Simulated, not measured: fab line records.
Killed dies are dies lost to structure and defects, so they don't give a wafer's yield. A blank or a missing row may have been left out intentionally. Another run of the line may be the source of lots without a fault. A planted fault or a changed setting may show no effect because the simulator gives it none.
Chamber matching	flow nandHarc	rieDiel-11 running NHARC_P_M0_DESCUM_14: 4 sister chambers
The step chemistry O2, time 3 s. 4 wafers are shown with their chamber, then 6 later ones without.

WAFERS, EACH WITH ITS CHAMBER
wafer	chamber	showerheadPlenumPTorr (Torr)
L092.1	0	1.99
L092.4	1	2.01
L094.3	3	1.90
L094.4	2	1.97

WAFERS MISSING THEIR CHAMBER
wafer	showerheadPlenumPTorr (Torr)
L094.6	1.90
L097.3	1.98
L097.4	2.00
L097.6	2.00
L096.2	1.90
L096.6	2.00

WHICH CHAMBER EACH ONE RAN IN
wafer	from the rows above	in truth
L094.6	3	3
L097.3	can't be placed: 0 or 2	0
L097.4	can't be placed: 1 or 0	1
L097.6	can't be placed: 1 or 0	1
L096.2	3	3
L096.6	can't be placed: 1 or 0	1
Placed correctly: 2 of 6. Not placeable from these rows: 4 (in 4, the candidates include the true chamber). 0 placed wrongly.
How it was worked out, from the rows above alone: a wafer's distance from a chamber is the root of the sum, over the readings, of the square of ((its reading less the chamber's mean) divided by the reading's scatter). The wafer belongs to the nearest chamber; if the next one is less than 2 further off, it can't be placed. A chamber's mean is the mean of its shown wafers. The scatter: with one shown wafer a chamber, the root of the mean of the squares of how far each hidden wafer lies from its nearest shown one.
